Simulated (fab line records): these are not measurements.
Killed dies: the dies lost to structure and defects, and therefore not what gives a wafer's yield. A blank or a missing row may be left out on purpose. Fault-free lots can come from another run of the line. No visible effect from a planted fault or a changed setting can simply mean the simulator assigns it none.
Matching of chambers -- flow n5 finfet -- N5_BEOL_M4_ALD_98 on ald sin-01 has 4 sister chambers
The step deposits SiO2, target thk 2.5 nm, pulse time 1 s, co reactant pulse time 1 s. 4 wafers are shown with their chamber, then 6 later ones without.

== EACH WAFER AND ITS CHAMBER ==
wafer,chamber,heater power outer w (W)
L849.5,0,42
L849.6,3,49
L858.4,2,39
L858.5,1,41

== WAFERS WITH NO CHAMBER GIVEN ==
wafer,heater power outer w (W)
L862.1,39
L862.4,36
L862.5,47
L861.3,35
L861.5,46
L861.6,36

== WHICH CHAMBER EACH ONE RAN IN ==
wafer,from the rows above,in truth
L862.1,can't be placed: 2 or 1 or 0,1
L862.4,can't be placed: 2 or 1 or 0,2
L862.5,can't be placed: 3 or 0 or 1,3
L861.3,can't be placed: 2 or 1 or 0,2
L861.5,can't be placed: 3 or 0 or 1 or 2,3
L861.6,can't be placed: 2 or 1 or 0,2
Correct placement for 0 of the 6. Cannot be placed on the basis of these rows: 6; the candidates contain the true chamber in 6. Number placed wrongly: 0.
How it was worked out, from the rows above alone: a wafer's distance from a chamber is the root of the sum, over the readings, of the square of ((its reading less the chamber's mean) divided by the reading's scatter). If the next closest chamber is less than 2 further off than the closest, the wafer can't be placed; otherwise it belongs to the closest. A chamber's mean is the mean of its shown wafers. The scatter (one wafer shown for each chamber): square how far every hidden wafer sits from the nearest shown wafer, average those squares and take the square root.
